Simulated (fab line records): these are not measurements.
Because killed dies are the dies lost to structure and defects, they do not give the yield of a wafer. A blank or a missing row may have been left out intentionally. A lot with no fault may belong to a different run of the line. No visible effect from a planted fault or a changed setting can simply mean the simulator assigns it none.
A lot that was struck, set against a sound lot / flow n5-finfet / 13 steps out of a route of 1938
Sound: the wafers L100.1, L100.2, L100.4. The struck wafers were L117.3, L117.4, L117.5. The cause is named last.
For every step that has rows: the tool of each side, followed by ch and its chambers, followed by its first start. Under that, the readings that differ: sound wafers / struck wafers / difference of the means / sigmas: that difference in standard deviations of wafers without a fault.
alike: words and numbers the same on both sides, and readings whose means are apart by under 2 such deviations; not compared: readings that were withheld, readings missing a value for some wafer, numbers with overlapping values and no deviation given by the record, and bounds like >300 which may hide the same value.
Wherever a step has rows on one side only, a row that says differs or no value, or a row with sigmas, the two part there. When numbers do not overlap yet have no deviation, they are printed without sigmas and do not part them. A reading missing from all wafers of one side parts the sides only when that side holds two or more wafers.

first, 9 steps without rows for these wafers: N5_BEOL_M1_DEVELOP_27 (develop time 30 s); N5_BEOL_M1_DESCUM_33 (chemistry O2, time 7 s); N5_BEOL_M1_ETCH_77 (etches underlayer in N2/H2, target depth 6.5 nm, time 5.2 s); N5_BEOL_M1_ETCH_69 (etches SiARC in CF4, target depth 15.6 nm, time 26 s); N5_BEOL_M1_ALD_98 (deposits SiO2, target thk 2.5 nm, pulse time 1 s, co reactant pulse time 1 s); N5_BEOL_M1_ETCHBACK_99 (etches SiO2 in CHF3, target depth 5 nm, time 10.4 s); N5_BEOL_M1_ETCH_70 (etches SOC in N2/H2, target depth 80 nm, overetch 16 nm, time 120 s); N5_BEOL_M1_STRIP_71 (strips in N2/H2); N5_BEOL_M1_STRIP_78 (strips in N2/H2).
N5_BEOL_M1_VIA_ETCH_34: etches the open film in C4F6/O2, target depth 67.8 nm, time 64.4 s.
  sound on rie-diel-04 ch 0,1,3, day 6 11:02; struck on rie-diel-04 ch 1,2,3, day 10 20:37
reading=bias-w (W); sound=170.5 169.1 169.6; struck=160.2 160.5 160.5; difference=-9.3; sigmas=-18
reading=rf-vpp-V (V); sound=671 659 666; struck=630 635 634; difference=-32; sigmas=-8
  alike: drypump-motor-current-A, oes-product-au, showerhead-plenum-p-Torr, throttle-valve-pct
  not compared: rf-hours-counter-h
then, 1 step without rows for these wafers: N5_BEOL_M1_STRIP_83 (strips in C4F6/O2).
-- a jump in the record: the struck wafers' starts before and after are 2 days apart (it breaks off in module BEOL_M1 and resumes in module BEOL_M4, where the first step shown is number 1111 of the route) --
N5_BEOL_M4_RC_MEAS_101:
  sound on prober-02 ch 0, day 8 01:46; struck on prober-02 ch 0, day 12 21:02
  alike: DIBL_N, DIBL_P, IOFF_N, IOFF_P, ION_N, ION_P, SS_N, SS_P, VT_N, VT_P
then, 1 step without rows for these wafers: N5_PASSIVATION_PROBE_49.

WHERE THEY PART
N5_BEOL_M1_VIA_ETCH_34 only, going by this record. Later steps at which nothing parts them and some readings are alike: N5_BEOL_M4_RC_MEAS_101.

WHY: what had been put in by the simulator
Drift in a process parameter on rie-diel-04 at N5_BEOL_M1_VIA_ETCH_34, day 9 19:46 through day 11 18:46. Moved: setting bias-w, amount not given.
